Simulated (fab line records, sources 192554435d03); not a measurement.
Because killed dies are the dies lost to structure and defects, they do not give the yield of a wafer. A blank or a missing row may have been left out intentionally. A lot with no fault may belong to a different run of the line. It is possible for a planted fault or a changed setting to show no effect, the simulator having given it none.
Comparing a struck lot with a sound one ; flow n5-finfet ; 15 out of 1938 route steps
Sound: the wafers L136.2, L136.3, L136.5. Struck: wafer L144.6. (L144.2 of the same lot was not struck and is left out.) The cause comes at the end.
For every step that has rows: the tool of each side, followed by ch and its chambers, followed by its first start. Under that, the readings that differ: sound wafers ; struck wafers ; difference of the means ; sigmas: that difference in standard deviations of wafers without a fault.
alike: readings whose means differ by less than 2 such deviations, and words and numbers that are the same on both sides. not compared: withheld readings, readings that some wafer has no value for, bounds like >300 that may hide the same value, and numbers for which the record gives no deviation and whose values overlap.
A row with sigmas, a row that says differs or no value, or rows on one side alone: a step with any of these is where the two part. When numbers do not overlap yet have no deviation, they are printed without sigmas and do not part them. A reading missing from all wafers of one side parts the sides only when that side holds two or more wafers.

first, 5 steps without rows for these wafers: N5_SD_EPI_P_EBR_05; N5_SD_EPI_P_SOFTBAKE_04 (time 60 s); N5_SD_EPI_P_EXPOSE_06 (exposes mask SD P BLK, target cd 240 nm); N5_SD_EPI_P_PEB_07 (peb time 60 s); N5_SD_EPI_P_DEVELOP_08 (develop time 30 s).
N5_SD_EPI_P_CD_MEAS_09: target cd 240 nm.
  sound on cd-sem-01 ch 0, day 4 05:12; struck on cd-sem-03 ch 0, day 6 08:41
  alike: cd-nm
N5_SD_EPI_P_OVL_MEAS_10:
  sound on overlay-02 ch 0, day 4 05:14; struck on overlay-01 ch 0, day 6 08:43
  alike: SD_P_BLK_OVL
N5_SD_EPI_P_INSPECT_11: inspects for defects (macro).
  sound on defect-inspect-02, day 4 05:15; struck on defect-inspect-01, day 6 08:44
  alike: raw-defect-count
N5_SD_EPI_P_DESCUM_14: chemistry O2, time 7.9 s.
  sound on rie-diel-06 ch 0,3, day 4 05:17; struck on rie-diel-06 ch 3, day 6 08:47
  alike: drypump-motor-current-A, o2-flow-sccm, oes-product-au, rf-fwd-power-W, rf-vpp-V, showerhead-plenum-p-Torr, throttle-valve-pct
  not compared: rf-hours-counter-h
N5_SD_EPI_P_ETCH_36: etches SiARC in CF4, target depth 45.5 nm, time 75.8 s.
  sound on rie-diel-06 ch 0,3, day 4 05:19; struck on rie-diel-06 ch 3, day 6 08:49
  alike: drypump-motor-current-A, etch-rf-on-time-s, oes-product-au, rf-fwd-power-W, rf-vpp-V, showerhead-plenum-p-Torr, throttle-valve-pct
  not compared: rf-hours-counter-h
N5_SD_EPI_P_ETCH_37: etches SOC in N2/H2, overetch 108 nm, time 486 s.
  sound on rie-diel-06 ch 0,3, day 4 05:23; struck on rie-diel-06 ch 3, day 6 08:52
  alike: drypump-motor-current-A, oes-product-au, rf-fwd-power-W, rf-vpp-V, showerhead-plenum-p-Torr, throttle-valve-pct
  not compared: rf-hours-counter-h
then, 1 step without rows for these wafers: N5_SD_EPI_P_STRIP_38 (strips in N2/H2).
N5_SD_EPI_P_ETCHBACK_46: etches SiNx in CH3F/O2, stops on SiO2, target depth 17.5 nm.
  sound on rie-diel-06 ch 0,3, day 4 05:42; struck on rie-diel-06 ch 3, day 6 09:11
reading;sound;struck;difference;sigmas
oes-product-au (a.u.);0.63 0.62 0.63;0.51;-0.12;-3
model.SiARC_of_SD_EPI_P_COAT_35.thk-nm (nm);15.4 16 16.2;14;-2;
  alike: drypump-motor-current-A, rf-fwd-power-W, rf-vpp-V, showerhead-plenum-p-Torr, throttle-valve-pct
  not compared: rf-hours-counter-h
N5_SD_EPI_P_ETCH_47: etches SiOCN in CH3F/O2, target depth 25 nm.
  sound on rie-diel-06 ch 0,3, day 4 05:48; struck on rie-diel-06 ch 3, day 6 09:17
  alike: drypump-motor-current-A, oes-product-au, rf-fwd-power-W, rf-vpp-V, showerhead-plenum-p-Torr, throttle-valve-pct
  not compared: rf-hours-counter-h
-- here the record skips 5 days between the struck wafers' starts before and after, leaving off in module SD_EPI_P and picking up in module BEOL_M4 (first step shown: number 1111 of the route) --
N5_BEOL_M4_RC_MEAS_101:
  sound on prober-02 ch 0, day 9 15:13; struck on prober-01 ch 0, day 11 09:08
  alike: DIBL_N, DIBL_P, IOFF_N, IOFF_P, ION_N, ION_P, SS_N, SS_P, VT_N, VT_P

WHERE THEY PART
Within this record, at N5_SD_EPI_P_ETCHBACK_46 only. Later steps at which nothing parts them and some readings are alike: N5_SD_EPI_P_ETCH_47, N5_BEOL_M4_RC_MEAS_101.

WHY: what had been put in by the simulator
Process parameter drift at N5_SD_EPI_P_ETCHBACK_46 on rie-diel-06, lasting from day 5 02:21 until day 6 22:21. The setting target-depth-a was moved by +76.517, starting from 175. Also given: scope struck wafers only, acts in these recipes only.
